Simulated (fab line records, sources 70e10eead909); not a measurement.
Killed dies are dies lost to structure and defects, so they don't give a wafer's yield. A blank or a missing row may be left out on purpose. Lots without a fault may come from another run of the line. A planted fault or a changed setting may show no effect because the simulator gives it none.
fab line records | flow nand_harc
record lots=5 wafers=15 last_day=23
route steps=1159 shown A_M1@1035 A_BONDPAD@1059 END@1159
lots that met no fault: from a run of the same line without faults
start_h: hours from the record's first day to the start of the lot's first wafer shown | wait_h: hours since the lot's step before | " the same as in the row above | L1.1+2: a row that stands for several wafers | - no value, or no start given | * or withheld: withheld | < > ~ a bound
route shown NAME@n: a module of which the file shows steps, and the number in the route of the first | usual: mean/standard deviation of fault-free wafers | same: alike in all rows | chamber/n: place in a boat | sites: the reading at each site | _std_site: their standard deviation | _edge_site: outer sites' mean less inner sites' | radius_mm: how far each site lies from the wafer's centre | mask NAME#n: copy n | behind: the tool/chamber that last shaped the wafer | hold: why the lot was held/for how many hours/how that ended | device: the transistor (n, p or np) that didn't switch | end of line: the same wafers' tests at the end of the route | a step without rows: its recipe alone | killed: dies lost to structure and defects at the first sort, not the wafer's yield | map: a wafer's dies, x killed, . not, _ none there
set.NAME: the setting as run; set.NAME@STEP: as run at that earlier step | model.NAME: the simulator's own value behind a step, which no gauge read
lots at some steps of the route; a table a step, a row a wafer
services: from which hour (start_h, from the record's first day; less than 0 if before it) a tool's chamber was out of use, for how many hours, and why
## steps
# step NHARC_A_M1_DEVELOP_08
# recipe develop_time_s=35 dev_temp_c=23
# step NHARC_A_M1_CD_MEAS_09
# recipe target_cd_nm=120 landing_energy_ev=500
# usual cd_nm=120.6/0.81
# columns lot.wafer tool chamber start_h wait_h cd_nm
L521.1 cd_sem-01 0 431.25 - 119.7
L521.3 " 0 " " 119.9
L521.6 " 0 " " 120.3
L518.3 cd_sem-01 0 434.85 - 120.1
L518.5 " 0 " " 119.9
L518.6 " 0 " " 120.0
L522.2 cd_sem-01 0 460.53 - 121.2
L522.5 " 0 " " 120.0
L522.6 " 0 " " 121.3
L526.3 cd_sem-02 0 510.16 - 121.5
L526.5 " 0 " " 120.8
L526.6 " 0 " " 121.6
L528.2 cd_sem-03 0 510.86 - 121.3
L528.5 " 0 " " 120.4
L528.6 " 0 " " 120.5
# step NHARC_A_M1_OVL_MEAS_10
# recipe pitch_nm=240
# usual overlay_x_nm=0.1/0.93 overlay_y_nm=0.0/0.82
# columns lot.wafer tool chamber start_h wait_h overlay_x_nm overlay_y_nm
L521.1 overlay-01 - 431.34 - -0.1 1.0
L521.3 " - " " 0.4 1.3
L521.6 " - " " 0.6 0.6
L518.3 overlay-01 - 434.94 - 0.1 -1.1
L518.5 " - " " 0.5 -1.1
L518.6 " - " " 0.3 -0.9
L522.2 overlay-01 - 460.62 - -0.8 -1.0
L522.5 " - " " -1.1 -1.0
L522.6 " - " " -1.0 -1.4
L526.3 overlay-02 - 510.25 - -1.1 0.1
L526.5 " - " " -1.0 0.1
L526.6 " - " " -0.8 -0.7
L528.2 overlay-02 - 510.95 - 2.0 -1.1
L528.5 " - " " 1.9 -0.3
L528.6 " - " " 1.4 -1.0
# step NHARC_A_M1_INSPECT_11
# usual raw_defect_count=28/12
# columns lot.wafer tool chamber start_h wait_h raw_defect_count
L521.1 defect_inspect-01 - 431.38 0.0 17
L521.3 " - " " 9
L521.6 " - " " 15
L518.3 defect_inspect-01 - 434.98 0.0 11
L518.5 " - " " 13
L518.6 " - " " 7
L522.2 defect_inspect-02 - 460.66 0.0 37
L522.5 " - " " 27
L522.6 " - " " 31
L526.3 defect_inspect-02 - 510.28 0.0 31
L526.5 " - " " 27
L526.6 " - " " 31
L528.2 defect_inspect-02 - 510.98 0.0 47
L528.5 " - " " 56
L528.6 " - " " 56
# step NHARC_A_M1_DESCUM_14
# recipe time_s=3 o2_flow_sccm=200 ar_flow_sccm=0 bias_power_w=0 chemistry=O2
# step NHARC_A_M1_ETCH_35
# recipe target_depth_a=400 overetch_a=120 time_s=43.94 ion_energy_ev=200 n2_flow_sccm=150 h2_flow_sccm=150 ar_flow_sccm=0 rf_w=400 bias_w=150 chemistry=N2/H2
# usual chamber_pressure_mTorr=29.999/0.027 drypump_motor_current_A=5.9/0.5 oes_product_au=1.004/0.011 rf_vpp_V=430.3/2.7 showerhead_plenum_p_Torr=2.02/0.094 throttle_valve_pct=14.173/0.0095
# columns lot.wafer tool chamber start_h wait_h chamber_pressure_mTorr drypump_motor_current_A oes_product_au rf_hours_counter_h rf_vpp_V showerhead_plenum_p_Torr throttle_valve_pct
L521.1 rie_diel-08 0 431.53 0.1 29.994 6.2 0.995 3 435.7 2.20 14.188
L521.3 " 1 " " 29.991 6.8 1.008 3 430.4 2.00 14.179
L521.6 " 1 " " 29.957 6.8 1.002 - 431.2 2.00 14.182
L518.3 rie_diel-11 1 435.13 0.1 29.993 5.9 0.996 5 432.8 2.08 14.168
L518.5 " 0 " " 29.979 5.8 1.014 - 428.9 1.96 14.163
L518.6 " 1 " " 30.026 5.8 1.009 - 431.8 2.08 14.160
L522.2 rie_diel-08 2 460.82 0.1 30.015 5.4 1.001 4 427.8 1.92 14.169
L522.6 " 0 " " 30.027 6.1 0.990 - 435.0 2.20 14.185
L522.5 " 1 " " 29.965 6.9 1.005 - 429.8 2.00 14.180
L526.3 rie_diel-08 3 510.45 0.1 29.954 5.1 0.999 0 429.8 2.04 14.170
L526.6 " 1 " " 29.978 6.8 1.012 - 429.0 2.00 14.163
L526.5 " 2 " " 29.958 5.4 1.008 - 426.7 1.92 14.176
L528.2 rie_diel-08 0 511.15 0.1 29.984 6.2 0.980 0 436.5 2.20 14.171
L528.6 " 1 " " 30.025 6.8 1.007 - 428.7 2.00 14.172
L528.5 " 2 " " 29.965 5.4 0.995 - 427.6 1.92 14.159
# step NHARC_A_M1_ETCH_15
# recipe target_depth_a=1825 time_s=91.2 c4f8_flow_sccm=withheld ar_flow_sccm=400 rf_w=600 bias_w=300 chemistry=C4F8/Ar
# step NHARC_A_M1_CD_MEAS_16
# usual cd_nm=120.6/1.2
# columns lot.wafer tool chamber start_h wait_h cd_nm
L521.1 cd_sem-03 - 431.74 - 119.9
L521.3 " - " " 119.6
L521.6 " - " " 119.4
L518.3 cd_sem-01 - 435.35 - 119.9
L518.5 " - " " 118.3
L518.6 " - " " 121.6
L522.2 cd_sem-02 - 461.03 - 122.1
L522.5 " - " " 119.2
L522.6 " - " " 120.9
L526.3 cd_sem-02 - 510.67 - 123.3
L526.5 " - " " 121.8
L526.6 " - " " 120.8
L528.2 cd_sem-01 - 511.35 - 121.1
L528.5 " - " " 120.9
L528.6 " - " " 120.7
# step NHARC_A_M1_STRIP_18
# recipe power_w=1000 n2_flow_sccm=150 h2_flow_sccm=150 ar_flow_sccm=0 bias_w=0 chemistry=N2/H2
# step NHARC_A_M1_ETCH_28
# recipe target_depth_a=300 over_etch_frac=0.3 time_s=72.99 ion_energy_ev=150 cf4_flow_sccm=50 n2_flow_sccm=100 ar_flow_sccm=150 rf_w=300 bias_w=100 chemistry=CF4/N2
# step NHARC_A_M1_STRIP_19
# recipe time_s=600 temp_c=30 chemistry=post_etch_residue_remover
# step NHARC_A_M1_DEGAS_29
# recipe temp_c=250 time_s=60
# usual heater_power_w=345/37
# columns lot.wafer tool chamber start_h wait_h heater_power_w
L521.1 pvd_sputter-02 - 432.53 - 375
L521.3 " - " " 383
L521.6 " - " " 294
L518.3 pvd_sputter-01 - 436.07 - 358
L518.5 " - " " 332
L518.6 " - " " 360
L522.2 pvd_sputter-01 - 461.76 - 310
L522.6 " - " " 406
L522.5 " - " " 336
L526.3 pvd_sputter-02 - 511.38 - 285
L526.6 " - " " 376
L526.5 " - " " 298
L528.2 pvd_sputter-03 - 512.09 - 293
L528.5 " - " " 286
L528.6 " - " " 366
# step NHARC_A_M1_PRE_CLEAN_30
# recipe time_s=30 temp_c=280 gas=H2/He
# usual heater_power_w=426/45
# columns lot.wafer tool chamber start_h wait_h heater_power_w
L521.3 pvd_sputter-02 - 432.58 - 368
L521.1 " - " " 453
L521.6 " - " " 361
L518.3 pvd_sputter-01 - 436.13 - 389
L518.5 " - " " 404
L518.6 " - " " 442
L522.2 pvd_sputter-01 - 461.79 - 391
L522.5 " - " " 391
L522.6 " - " " 504
L526.3 pvd_sputter-02 - 511.45 - 441
L526.6 " - " " 359
L526.5 " - " " 462
L528.2 pvd_sputter-03 - 512.15 - 453
L528.5 " - " " 353
L528.6 " - " " 465
# step NHARC_A_M1_PVD_20
# recipe target_thk_a=50 bias_v=168.6 power_w=15000 chamber_pressure_pa=0.12 time_s=8.06 substrate_temp_c=50 material=TaN
# usual throttle_valve_pct=30.1/0.77
# columns lot.wafer tool chamber start_h wait_h throttle_valve_pct
L521.3 pvd_sputter-02 - - - 30.6
L521.1 " - " " 31.3
L521.6 " - " " 30.7
L518.3 pvd_sputter-01 - - - 29.2
L518.6 " - " " 30.4
L518.5 " - " " 29.1
L522.2 pvd_sputter-01 - - - 30.5
L522.6 " - " " 30.4
L522.5 " - " " 30.5
L526.3 pvd_sputter-02 - - - 30.2
L526.5 " - " " 30.7
L526.6 " - " " 31.1
L528.2 pvd_sputter-03 - - - 29.6
L528.6 " - " " 30.5
L528.5 " - " " 29.7
# step NHARC_A_M1_PVD_21
# recipe target_thk_a=300 chamber_pressure_pa=5 power_w=5000 substrate_temp_c=30 time_s=20.49 material=Cu
# step NHARC_A_M1_ECD_22
# recipe target_thk_a=4000 bath_temp_c=25 material=Cu
# step NHARC_A_M1_ANNEAL_31
# recipe temp_c=225 time_s=90
# step NHARC_A_M1_CMP_23
# recipe t_overpolish_s=20 target_thk_nm=154.34
# step NHARC_A_M1_THK_MEAS_24
# recipe thk_meas_gauge=xrf
# usual thk_nm=154.0/1.5
# columns lot.wafer tool chamber start_h wait_h thk_nm
L521.1 film_metro-01 - 433.91 - 154.6
L521.3 " - " " 151.6
L521.6 " - " " 154.9
L518.3 film_metro-01 - 437.45 - 153.5
L518.5 " - " " 153.1
L518.6 " - " " 154.9
L522.2 film_metro-01 - 463.17 - 155.6
L522.5 " - " " 155.3
L522.6 " - " " 154.1
L526.3 film_metro-01 - 512.78 - 150.5
L526.5 " - " " 153.4
L526.6 " - " " 150.2
L528.2 film_metro-01 - 513.50 - 152.1
L528.5 " - " " 154.0
L528.6 " - " " 154.8
# step NHARC_A_M1_SRD_25
# step NHARC_A_M1_PRE_CLEAN_32
# recipe time_s=12 temp_c=370 rf_power_w=300 gas=NH3
# usual heater_power_w=609/77
# columns lot.wafer tool chamber start_h wait_h heater_power_w
L521.1 pecvd-02 0 434.14 0.1 603
L521.3 " 2 " " 625
L521.6 " 0 " " 633
L518.3 pecvd-04 2 437.70 0.1 646
L518.6 " 1 " " 606
L518.5 " 2 " " 655
L522.2 pecvd-02 0 463.43 0.1 616
L522.5 " 0 " " 628
L522.6 " 2 " " 582
L526.3 pecvd-03 2 513.05 0.1 716
L526.5 " 0 " " 581
L526.6 " 2 " " 741
L528.2 pecvd-04 1 513.75 0.1 643
L528.6 " 2 " " 638
L528.5 " 1 " " 670
# step NHARC_A_M1_DEP_33
# recipe target_thk_a=300 temp_c=370 target_thk_nm=30 pressure_torr=3 flow_sccm=200 rf_w=450 material=SiCN
# step NHARC_A_BONDPAD_DEP_00
# recipe target_thk_a=2500 temp_c=370 target_thk_nm=250 pressure_torr=3 flow_sccm=200 rf_w=450 material=SiCN
# step NHARC_A_BONDPAD_CMP_29
# recipe target_thk_nm=200 material=SiCN
# usual motor_current_A=12.2/0.81
# columns lot.wafer tool chamber start_h wait_h motor_current_A
L521.3 cmp-04 0 435.21 - 12.2
L521.1 " 1 " " 11.9
L521.6 " 3 " " 13.1
L518.3 cmp-04 1 438.78 - 11.4
L518.5 " 2 " " 11.4
L518.6 " 3 " " 13.2
L522.2 cmp-02 3 464.48 - 12.8
L522.6 " 3 " " 13.5
L522.5 " 0 " " 12.1
L526.3 cmp-01 1 514.07 - 12.5
L526.6 " 1 " " 13.0
L526.5 " 2 " " 12.5
L528.2 cmp-04 1 514.80 - 12.4
L528.6 " 0 " " 13.2
L528.5 " 1 " " 13.0
# step NHARC_A_BONDPAD_THK_MEAS_30
# recipe thk_meas_gauge=ellipsometry
# usual thk_nm=199.9/1.7
# columns lot.wafer tool chamber start_h wait_h thk_nm
L521.1 film_metro-01 - 435.44 0.2 199.3
L521.3 " - " " 201.6
L521.6 " - " " 198.7
L518.3 film_metro-01 - 438.96 0.2 198.1
L518.5 " - " " 199.6
L518.6 " - " " 200.8
L522.2 film_metro-01 - 464.73 0.2 198.0
L522.5 " - " " 202.5
L522.6 " - " " 200.9
L526.3 film_metro-01 - 514.33 0.2 197.6
L526.5 " - " " 198.0
L526.6 " - " " 200.7
L528.2 film_metro-01 - 515.02 0.2 202.4
L528.5 " - " " 199.1
L528.6 " - " " 201.5
# step NHARC_A_BONDPAD_SRD_31
# step NHARC_A_BONDPAD_DEHYDRATE_01
# recipe temp_c=150 time_s=120
# step NHARC_A_BONDPAD_HMDS_02
# recipe time_s=30
# step NHARC_A_BONDPAD_COAT_33
# recipe temp_c=200 time_s=65
# step NHARC_A_BONDPAD_COAT_03
# recipe spin_rpm=2000 resist_thk_nm=600
# step NHARC_A_BONDPAD_SOFTBAKE_04
# recipe temp_c=125 time_s=70
# step NHARC_A_BONDPAD_EBR_05
# step NHARC_A_BONDPAD_EXPOSE_06
# recipe na=0.55 dose_mj=36.99 mask_id=A_BPAD
# step NHARC_A_BONDPAD_PEB_07
# recipe peb_temp_c=128 peb_time_s=80
# step NHARC_A_BONDPAD_DEVELOP_08
# recipe time_s=50 dev_temp_c=22
# step NHARC_A_BONDPAD_CD_MEAS_09
# recipe target_cd_nm=500 landing_energy_ev=500
# usual cd_nm=499.5/2.6
# columns lot.wafer tool chamber start_h wait_h cd_nm
L521.1 cd_sem-02 0 436.01 - 503.4
L521.3 " 0 " " 503.2
L521.6 " 0 " " 502.0
L518.3 cd_sem-02 0 439.53 - 503.6
L518.5 " 0 " " 499.6
L518.6 " 0 " " 498.2
L522.2 cd_sem-02 0 465.29 - 500.9
L522.5 " 0 " " 502.3
L522.6 " 0 " " 499.1
L526.3 cd_sem-01 0 514.78 - 499.0
L526.5 " 0 " " 501.3
L526.6 " 0 " " 495.5
L528.2 cd_sem-03 0 515.46 - 494.7
L528.5 " 0 " " 498.8
L528.6 " 0 " " 500.9
# step NHARC_A_BONDPAD_OVL_MEAS_35
# usual overlay_x_nm=-1/5.7 overlay_y_nm=1/5.4
# columns lot.wafer tool chamber start_h wait_h overlay_x_nm overlay_y_nm
L521.1 overlay-01 - 436.10 - 4 0
L521.3 " - " " 3 1
L521.6 " - " " 3 1
L518.3 overlay-01 - 439.61 - 9 -11
L518.5 " - " " 10 -10
L518.6 " - " " 10 -10
L522.2 overlay-01 - 465.38 - 7 -6
L522.5 " - " " 7 -6
L522.6 " - " " 7 -6
L526.3 overlay-01 - 514.86 - 3 10
L526.5 " - " " 4 9
L526.6 " - " " 3 9
L528.2 overlay-02 - 515.55 - 9 -4
L528.5 " - " " 8 -4
L528.6 " - " " 8 -4
# step NHARC_A_BONDPAD_HARDBAKE_10
# recipe temp_c=118 time_s=65
# step NHARC_A_BONDPAD_DESCUM_11
# recipe time_s=3 o2_flow_sccm=200 ar_flow_sccm=0 bias_power_w=0 chemistry=O2
# step NHARC_A_BONDPAD_ETCH_34
# recipe target_depth_a=600 overetch_a=180 time_s=65.91 ion_energy_ev=200 n2_flow_sccm=150 h2_flow_sccm=150 ar_flow_sccm=0 rf_w=400 bias_w=150 chemistry=N2/H2
# step NHARC_END_SORT_01
# recipe temp_c=25
# usual defect_limited_yield=95.8/1.3 killed_at_array=24/8.7 killed_at_other=0.8/1.2 killed_at_periphery=3.6/2.3 killed_dies=28/8.9 killed_open=3.2/1.9 killed_short=2.0/1.6 sort_bin_2_pct=1.3/0.57 sort_bin_3_pct=0.22/0.19 sort_bin_4_pct=2.7/0.89 sort_n_pass=649/8.9 sort_rim_yield_pct=95/3.1 sort_yield_pct=95.8/1.3
# same gross_dies=677 sort_bin_5_pct[%]=0 sort_bin_6_pct[%]=0 sort_bin_7_pct[%]=0 sort_bin_8_pct[%]=0 sort_rim_n_gross=106.00
# columns lot.wafer tool chamber start_h wait_h defect_limited_yield[%] killed_at_array killed_at_other killed_at_periphery killed_dies killed_open killed_short sort_bin_2_pct[%] sort_bin_3_pct[%] sort_bin_4_pct[%] sort_n_pass sort_rim_yield_pct[%] sort_yield_pct[%]
L521.1 prober-02 0 480.33 2.5 98.1 9 0 4 13 3 0 0.6 0 1.3 664 99 98.1
L521.3 prober-02 0 481.93 3.1 98.1 9 0 4 13 2 3 0.4 0.15 1.3 664 100 98.1
L521.6 prober-02 0 484.31 4.0 97.5 16 0 1 17 4 2 0.6 0.15 1.8 660 100 97.5
L522.2 prober-02 0 497.57 2.8 94.5 31 0 6 37 4 1 1.8 0 3.7 640 91 94.5
L522.5 prober-02 0 500.00 3.7 94.7 26 0 10 36 5 0 1.8 0 3.5 641 95 94.7
L522.6 prober-02 0 500.81 4.1 90.7 54 0 9 63 4 4 4.0 1.48 3.8 614 78 90.7
# killed by level:class
L521.1 A_CONTACT:chamber_film_flake=5 P_CONTACT:geometric_particle:open=2 A_CHANNEL_HOLE_D1:chamber_film_flake=2 A_STAIRCASE:chamber_film_flake=2 P_M1:geometric_particle:open=1 P_STI:chamber_film_flake=1
L521.3 A_CONTACT:chamber_film_flake=4 P_STI:chamber_film_flake=2 A_STAIRCASE:chamber_film_flake=2 P_GATE:geometric_particle:short=1 P_M1:geometric_particle:short=1 A_SOURCE_PLATE:geometric_particle:short=1 A_ONON_D1:geometric_particle:open=1 A_CHANNEL_FILL_D1:geometric_particle:open=1
L521.6 A_CHANNEL_HOLE_D1:chamber_film_flake=3 A_STAIRCASE:chamber_film_flake=3 A_CONTACT:chamber_film_flake=3 A_CONTACT:geometric_particle:open=2 A_WL_FILL:chamber_film_flake=2 P_M0:geometric_particle:open=1 A_ONON_D1:geometric_particle:short=1 A_ONON_D1:geometric_particle:open=1
L522.2 A_SLIT:chamber_film_flake=11 A_CHANNEL_HOLE_D1:chamber_film_flake=6 A_CONTACT:chamber_film_flake=5 A_WL_FILL:chamber_film_flake=4 P_ZERO_WELL:chamber_film_flake=3 A_SGD_CUT:geometric_particle:open=2 P_M2:chamber_film_flake=2 P_STI:geometric_particle:open=1
L522.5 A_SLIT:chamber_film_flake=11 P_ZERO_WELL:chamber_film_flake=4 P_M2:chamber_film_flake=4 A_CHANNEL_HOLE_D1:chamber_film_flake=4 A_WL_FILL:chamber_film_flake=4 A_STAIRCASE:chamber_film_flake=3 P_CONTACT:geometric_particle:open=1 P_M2:geometric_particle:open=1
L522.6 A_M1:unspecified=29 A_SLIT:chamber_film_flake=11 A_CONTACT:chamber_film_flake=4 A_CHANNEL_HOLE_D1:chamber_film_flake=3 P_CONTACT:geometric_particle:open=2 P_ZERO_WELL:chamber_film_flake=2 P_M2:chamber_film_flake=2 A_STAIRCASE:chamber_film_flake=2
# map L522.6 (x killed, . not)
____________.____________
_________......._________
_______x.........._______
______xx........x..______
_____xx.x..........._____
____xxx..............____
____xxx..............____
___xxxx...............___
___xxx..........x.....___
__xxxx.................__
__xxxx.................__
_.xx.x.................._
_.xx...................x_
_............x.........._
_......................._
_....................xx._
.........................
................x........
x....................x...
.........................
x........................
_......................x_
_..x...................._
_....x.........x.x..x..._
_....x.........x........_
_......................._
__.....................__
__.....................__
___....x..x...........___
___.................x.___
____..x..............____
____xxxx.............____
_____x..x..........._____
______x............______
_______x.........._______
_________...x..._________
____________.____________
# map L518.3 (x killed, . not)
____________.____________
_________......._________
_______..........._______
______.............______
_____..............._____
____.................____
____.................____
___...........x.......___
___.x.................___
__.....................__
__.....................__
_......................._
_...x..................._
_..x...................._
_......................._
_x...........x.........._
....................x....
...................x.....
.x.......................
.........................
....................x....
_.................x.x..._
_......................._
_......................._
_.....x...........x....._
_......................._
__.....................__
__.............x.......__
___...............x...___
___...................___
____.................____
____.................____
_____..............._____
______xx...........______
_______........x.._______
_________......._________
____________.____________
## services
# columns tool chamber start_h hours kind
rie_diel-08 0 408.85 - clean
rie_diel-08 1 408.85 - clean
rie_diel-08 2 408.85 - clean
rie_diel-08 3 408.85 - clean
rie_diel-08 0 408.98 2.5 repair
pecvd-03 2 415.73 9.6 repair
cmp-02 - 422.50 4.0 pm
rie_diel-08 0 433.35 - clean
rie_diel-08 1 433.35 - clean
rie_diel-08 2 433.35 - clean
rie_diel-08 3 433.35 - clean
rie_diel-08 0 457.85 - clean
rie_diel-08 1 457.85 - clean
rie_diel-08 2 457.85 - clean
rie_diel-08 3 457.85 - clean
pvd_sputter-03 - 458.00 10.0 pm
pvd_sputter-02 - 465.80 1.1 repair
pecvd-03 - 473.17 13.0 pm
rie_diel-08 - 478.85 9.0 pm
cmp-01 - 480.28 4.0 pm
rie_diel-11 3 485.16 3.7 repair
pvd_sputter-03 - 494.74 2.8 repair
cmp-01 - 496.22 4.1 repair
cmp-04 - 497.07 4.0 pm
## key
first_sign step=NHARC_END_SORT_01 reading=killed_dies direction=up sigmas=3.9 usual=28 struck=63
effect step=NHARC_END_SORT_01 reading=defect_limited_yield direction=down sigmas=3.9 usual=95.8 struck=90.7
more_kills_born_at NHARC_A_M1_PRE_CLEAN_30@pvd_sputter-01=29
met_at NHARC_A_M1_PRE_CLEAN_30
struck_wafers L522.6
fault kind=chamber_particle_source tool=pvd_sputter-01 chamber=- onset_h=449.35 steps=NHARC_A_M1_PRE_CLEAN_30 rate_per_visit_cm2=0.59069 scope=struck_wafers_only
